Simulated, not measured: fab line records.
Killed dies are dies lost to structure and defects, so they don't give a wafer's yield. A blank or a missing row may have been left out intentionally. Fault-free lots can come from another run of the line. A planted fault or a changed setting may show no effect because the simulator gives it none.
Problem report, 8D (eight disciplines) form, completed by code ; flow n5Finfet ; the parts of the form that need people (team, actions taken, sign-off) are left out

## 1. THE PROBLEM
At N5_MOL_CONTACT_COAG_INSPECT_42, rawDefectCount averages 873 over 3 wafers from 2 lots, while fault-free wafers read 191, standard deviation 48. Relative to the usual mean, that is a shift of +14 standard deviations.
The step: inspects for defects (brightfield).
First seen on wafer L875.1, day 6 13:27, on defectInspect-02. The record holds 27 wafers of 9 lots with a number at this step. Rule for "out", or "out of limits": more than 4 standard deviations from the usual mean. The rest of the wafers with a number are treated as sound.

## 2. WHAT IT IS, WHAT IT ISN'T
question;is;is not
which readings at this step;rawDefectCount;-
which lots;L875, L877;L871, L872, L874, L878, L884, L892, L894
which wafers of those lots;L875.1, L875.6, L877.3;L875.2, L877.2, L877.4
read on which gauges;defectInspect-02;defectInspect-01
when;from day 6 13:27;"up to then (10 sound wafers); but 14 sound wafers of L877, L878, L884, L892, L894 came after"

## 3. SUSPECTS, AND WHAT RULES EACH OUT
Counting: a tool at a process step up to the reading stays a suspect if it ran every lot that is out. Sound lots after the first of them don't rule it out here, since some wafers of a struck lot are sound.
- the gauge at N5_MOL_CONTACT_COAG_INSPECT_42 is ruled out. All the wafers that are out were read on defectInspect-02, but those of them that N5_PASSIVATION_PROBE_49 has rows for are out there too, on other tools.
- plasmaAsher-01 at N5_MOL_CONTACT_COAG_STRIP_119 (strips in N2/H2, time 30 s): kept. It processed each lot that is out (first: L875, day 6 12:53); up to then, its last sound lot is L874 (day 6 09:20).
- Within plasmaAsher-01 at N5_MOL_CONTACT_COAG_STRIP_119, the wafers that are out were processed in chamber 0 and their sound lot-mates in chamber 1.
After counting, what remains is plasmaAsher-01 at N5_MOL_CONTACT_COAG_STRIP_119.

## 4. THE CAUSE (what the simulator had put in)
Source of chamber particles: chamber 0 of plasmaAsher-01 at N5_MOL_CONTACT_COAG_STRIP_119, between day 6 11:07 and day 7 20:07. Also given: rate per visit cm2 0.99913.
The count eliminated every tool but this one.

## 5. THE EFFECT CHAIN, in route order
One row per reading whose mean, taken over the struck wafers that have a number, lies over 3 standard deviations from the usual. Only readings for which the record gives a usual standard deviation are gone through. hours: the time from each lot's start at the first step in this table that gives one to its start at this step, as a median over the lots. sigmas: the change in usual standard deviations.
hours;step;reading;usual;on struck wafers;change;sigmas
0;N5_MOL_CONTACT_COAG_INSPECT_42;rawDefectCount;191;873;+682;+14
164;N5_PASSIVATION_PROBE_49;defectLimitedYield;90.9 %;81.1;-9.8;-6.6
164;N5_PASSIVATION_PROBE_49;killedAtContacts;13;140;+127;+17
164;N5_PASSIVATION_PROBE_49;killedDies;108;223;+115;+6.4
164;N5_PASSIVATION_PROBE_49;sort_bin_5_function;5.4 %;12.0;+6.6;+6.6
164;N5_PASSIVATION_PROBE_49;sortNPass;1072;957;-115;-6.4
164;N5_PASSIVATION_PROBE_49;sortYieldPct;90.9 %;81.1;-9.8;-6.6
It contains these process steps:
- N5_PASSIVATION_PROBE_49
Later steps that measure or inspect, where all struck wafers having a row at the step show a number for every such reading and not one has moved that far: N5_BEOL_M4_RC_MEAS_101.

## 6. HOW IT WOULD HAVE BEEN CAUGHT EARLIER
In this record the first reading out of limits at a measuring or inspecting step was taken at day 6 13:27, 2 hours after the fault began at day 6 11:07.
An alarm limit of 4 standard deviations would not have fired on the tool readings at N5_MOL_CONTACT_COAG_STRIP_119 for which the record gives a usual standard deviation, since none of them was out on any struck wafer.
Of the lots that are out (2), L877 began N5_MOL_CONTACT_COAG_STRIP_119 on plasmaAsher-01 after day 6 13:27. A hold on the tool at that time would have spared it.
